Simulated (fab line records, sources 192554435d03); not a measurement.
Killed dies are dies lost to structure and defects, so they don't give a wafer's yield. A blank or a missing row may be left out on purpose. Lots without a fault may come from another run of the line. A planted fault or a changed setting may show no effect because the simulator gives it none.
Chamber matching | flow n5_finfet | N5_GATE_CUT_PECVD_57 on pecvd-04: 3 sister chambers
The step deposits SiNx from SiH4/NH3/N2, target thk 21 nm. 14 wafers are shown with their chamber, then 7 later ones without.

WAFERS WITH THEIR CHAMBER
wafer  | chamber | throttle_valve_pct (%) | showerhead_plenum_p_Torr (Torr) | heater_power_w (W)
L076.1 | 0       | 41.1                   | 5.21                            | 708
L076.2 | 2       | 40.6                   | 5.08                            | 828
L076.3 | 1       | 38.0                   | 5.14                            | 718
L076.4 | 2       | 40.4                   | 5.08                            | 812
L076.5 | 1       | 37.6                   | 5.14                            | 723
L076.6 | 0       | 41.4                   | 5.20                            | 714
L080.2 | 1       | 38.1                   | 5.14                            | 703
L080.3 | 0       | 41.0                   | 5.21                            | 746
L080.6 | 2       | 40.5                   | 5.10                            | 828
L082.1 | 0       | 41.2                   | 5.20                            | 722
L082.5 | 0       | 41.1                   | 5.20                            | 702
L082.6 | 1       | 38.0                   | 5.14                            | 770
L093.2 | 0       | 40.9                   | 5.19                            | 721
L093.3 | 1       | 37.8                   | 5.14                            | 766

SIGNATURES (means of the wafers above)
reading                  | chamber 0 | chamber 1 | chamber 2 | scatter within a chamber
throttle_valve_pct       | 41.117    | 37.900    | 40.500    | 0.173
showerhead_plenum_p_Torr | 5.2017    | 5.1400    | 5.0867    | 0.00707
heater_power_w           | 718.83    | 736.00    | 822.67    | 21.3
Rule: a wafer's distance from a chamber is the root of the sum, over the readings, of the square of ((its reading less the chamber's mean) divided by the reading's scatter). The wafer belongs to the nearest chamber; if the next one is less than 2 further off, it can't be placed. The scatter: the root of (the sum of the squares of (reading less its chamber's mean) over the shown wafers, divided by (wafers less chambers)).

WAFERS WITHOUT THEIR CHAMBER
wafer  | throttle_valve_pct (%) | showerhead_plenum_p_Torr (Torr) | heater_power_w (W)
L093.4 | 41.2                   | 5.20                            | 705
L095.1 | 41.0                   | 5.11                            | 732
L095.3 | 41.1                   | 5.19                            | 724
L095.6 | 41.2                   | 5.20                            | 739
L096.2 | 41.2                   | 5.21                            | 663
L096.4 | 41.0                   | 5.10                            | 845
L096.6 | 37.8                   | 5.14                            | 757

WHICH CHAMBER EACH WENT THROUGH
wafer  | from the rows above | in truth
L093.4 | 0                   | 0
L095.1 | 2                   | 2
L095.3 | 0                   | 0
L095.6 | 0                   | 0
L096.2 | 0                   | 0
L096.4 | 2                   | 2
L096.6 | 1                   | 1
Placed correctly: 7 of 7. Can't be placed from these rows: 0. Placed wrongly: 0.
